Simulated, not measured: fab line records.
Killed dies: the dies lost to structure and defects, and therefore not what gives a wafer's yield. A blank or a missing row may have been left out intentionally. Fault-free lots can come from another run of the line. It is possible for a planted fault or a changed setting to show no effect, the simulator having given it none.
Which tool is to blame?    flow nand harc    Sampling: 6 lots, 18 wafers, 5 of 1302 route steps

== WHAT THE GAUGES SHOWED, per wafer ==
NHARC_END_SORT_01.
lot    measured    on    killed at array

== WHICH TOOL RAN EACH LOT (tool, then ch and the chambers of the sampled wafers, then the start) ==
lot   NHARC_A_STAIRCASE_ETCHBACK_416                 NHARC_A_STAIRCASE_STRIP_476         NHARC_A_STAIRCASE_CVD_552    NHARC_A_STAIRCASE_DEP_151
L147  rie diel-08 ch 0,2,3, day 17 06:07 or earlier  rie diel-08 ch 0,2,3, day 17 06:07  lpcvd-01 ch 1, day 17 13:29  pecvd-03 ch 0,1,2, day 17 17:20
L151  rie diel-09 ch 0,1,3, day 19 07:11 or earlier  rie diel-09 ch 0,3, day 19 07:11    lpcvd-01 ch 0, day 19 14:42  pecvd-01 ch 1,2, day 19 18:24
L160  rie diel-08 ch 2,3, day 23 02:45 or earlier    rie diel-08 ch 0,1, day 23 02:45    lpcvd-01 ch 0, day 23 10:15  pecvd-04 ch 0,1,2, day 23 14:05
L163  rie diel-03 ch 0,2,3, day 24 02:46 or earlier  rie diel-03 ch 0,2, day 24 02:46    lpcvd-01 ch 1, day 24 11:53  pecvd-04 ch 1,2, day 24 15:28
L166  rie diel-09 ch 0,3, day 25 09:03               rie diel-09 ch 0,3, day 25 09:08    lpcvd-01 ch 0, day 25 16:31  pecvd-04 ch 0,1,2, day 25 20:20
L168  rie diel-08 ch 0,1,3, day 26 09:30 or earlier  rie diel-08 ch 0,3, day 26 09:30    lpcvd-01 ch 1, day 26 15:07  pecvd-04 ch 0,1,2, day 26 18:59
- NHARC_A_STAIRCASE_ETCHBACK_416: etches the open film in C4F8/O2/Ar, target depth 36 nm, time 7.2 s.
- NHARC_A_STAIRCASE_STRIP_476: strips in O2, time 20 s.
- NHARC_A_STAIRCASE_CVD_552: deposits SiNx, target thk 40 nm.
- NHARC_A_STAIRCASE_DEP_151: deposits SiO2, target thk 7200 nm.

== THE ANSWER, worked out from the rows above alone ==
Rule: the usual values come from the lots themselves. The widest of any qualifying gaps counts: lots, ordered by their means at a reading, are off when they make up no more than a third of the lots, leave a main group of 4 or more, and stand apart from it by 3 or more times the standard deviation of that group's means. The tables above print the reading to a certain number of digits; a main group whose means all agree to those digits is not used. Also off: a lot with no number at a reading for which 4 or more lots have one. Where the step has rows for the other lots, those lots are counted as sound.
Nothing can be told from this: no lot is off at any reading shown.

== WHAT WAS PUT IN BY THE SIMULATOR ==
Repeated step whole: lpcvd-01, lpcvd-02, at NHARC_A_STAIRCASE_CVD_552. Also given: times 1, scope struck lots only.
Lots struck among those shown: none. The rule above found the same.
